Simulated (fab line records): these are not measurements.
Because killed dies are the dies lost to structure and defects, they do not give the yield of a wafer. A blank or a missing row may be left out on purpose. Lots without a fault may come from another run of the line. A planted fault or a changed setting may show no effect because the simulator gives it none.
Comparing a struck lot with a sound one || flow nandHarc || 21 steps out of a route of 1302
Sound: these wafers, L995.2, L995.4, L995.6. Struck: wafer L985.4 (L985.2, L985.3, from the same lot, were not struck and are left out); the cause is given at the end.
Per side, at each step with rows, come the tool, then ch with its chambers, and then its first start. Under that, the readings that differ: sound wafers || struck wafers || difference of the means || sigmas: that difference in standard deviations of wafers without a fault.
alike: same words and numbers on both sides, and readings whose means sit less than 2 such deviations apart. not compared: any withheld reading, any reading some wafer has no value for, any bound like >300 that may hide the same value, and any number with overlapping values for which the record gives no deviation.
A row with sigmas, a row that says differs or no value, or rows on one side alone: a step with any of these is where the two part. Numbers that don't overlap but have no deviation are shown without sigmas and don't part them. A reading missing from all wafers of one side parts the sides only when that side holds two or more wafers.

NHARC_A_BLC_CMP_25: polishes, t overpolish 30 s, target thk 150 nm.
  sound on cmp-02 ch 1,2,3, day 29 03:51; struck on cmp-01 ch 0, day 25 22:35
  alike: edgeZonePressureFrac, motorCurrentA, overpolishRunS, timeToEndpointS
then, 1 step without rows for these wafers: NHARC_A_BLC_SRD_27.
NHARC_A_BLC_INSPECT_28:
  sound on defectInspect-01 at day 29 04:14; struck on defectInspect-02 at day 25 22:59
  alike: rawDefectCount
then, 8 steps without rows for these wafers: NHARC_A_M0_DEP_00 (deposits SiOC, target thk 150 nm); NHARC_A_M0_DEHYDRATE_01 (time 120 s); NHARC_A_M0_HMDS_02 (time 30 s); NHARC_A_M0_COAT_33 (time 65 s); NHARC_A_M0_COAT_03 (resist thk 90 nm); NHARC_A_M0_SOFTBAKE_04 (time 55 s); NHARC_A_M0_EBR_05; NHARC_A_M0_EXPOSE_06 (exposes mask A M0, target cd 80 nm).
NHARC_A_M0_PEB_07: peb time 65 s.
  sound on lithoTrack-04 ch 0, day 29 04:55; struck on lithoTrack-06 ch 0, day 25 23:49
{"reading": "heaterPowerTotalW (W)", "sound": "157.0 156.6 157.1", "struck": 163.9, "difference": "+7.0", "sigmas": "+16"}
then, 1 step without rows for these wafers: NHARC_A_M0_DEVELOP_08 (develop time 35 s).
NHARC_A_M0_CD_MEAS_09: target cd 80 nm.
  sound on cdSem-01 ch 0, day 29 05:00; struck on cdSem-01 ch 0, day 25 23:54
{"reading": "cdNm (nm)", "sound": "80.8 80.8 80.0", "struck": 77.8, "difference": -2.7, "sigmas": -4}
NHARC_A_M0_OVL_MEAS_10: pitch 160 nm.
  sound on overlay-01 at day 29 05:05; struck on overlay-02 at day 25 23:59
  alike: overlayXNm, overlayYNm
NHARC_A_M0_INSPECT_11:
  sound on defectInspect-02 at day 29 05:07; struck on defectInspect-01 at day 26 00:01
  alike: rawDefectCount
NHARC_A_M0_DESCUM_14: chemistry O2, time 3 s.
  sound on rieDiel-10 ch 0,2, day 29 05:11; struck on rieDiel-01 ch 0, day 26 00:05
{"reading": "drypumpMotorCurrentA (A)", "sound": "5.2 5.4 5.4", "struck": 6.2, "difference": "+0.9", "sigmas": "+2"}
{"reading": "model.A_M0.cdNm (nm)", "sound": "81.49 80.73 80.01", "struck": 77.94, "difference": -2.80, "sigmas": ""}
  alike: oesProductAu, rfVppV, showerheadPlenumPTorr, throttleValvePct
  not compared: rfHoursCounterH
NHARC_A_M0_ETCH_34: etches the open film in N2/H2, target depth 40 nm, overetch 12 nm, time 43.94 s.
  sound on rieDiel-10 ch 1,2, day 29 05:19; struck on rieDiel-01 ch 0, day 26 00:10
  alike: drypumpMotorCurrentA, oesProductAu, rfVppV, showerheadPlenumPTorr, throttleValvePct
  not compared: rfHoursCounterH
NHARC_A_M0_ETCH_15: etches the open film in C4F8/Ar, target depth 150 nm, overetch 15 nm, time 82.5 s.
  sound on rieDiel-10 ch 0,2; struck on rieDiel-01 ch 0
{"reading": "model.A_M0.cdNm (nm)", "sound": "81.35 80.79 79.9", "struck": 78.46, "difference": -2.22, "sigmas": ""}
  alike: oesProductAu, rfVppV
  not compared: rfHoursCounterH
NHARC_A_M0_CD_MEAS_16:
  sound on cdSem-01 at day 29 05:34; struck on cdSem-02 at day 26 00:23
{"reading": "cdNm (nm)", "sound": "81.5 80.7 79.9", "struck": 78.5, "difference": -2.2, "sigmas": -3}
then, 1 step without rows for these wafers: NHARC_END_SORT_01.

WHERE THEY PART
Earliest at NHARC_A_M0_PEB_07; latest, in this record, at NHARC_A_M0_CD_MEAS_16.

WHY: what had been put in by the simulator
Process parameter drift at NHARC_A_M0_PEB_07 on lithoTrack-06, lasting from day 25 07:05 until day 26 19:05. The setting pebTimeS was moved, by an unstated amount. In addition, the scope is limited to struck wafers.
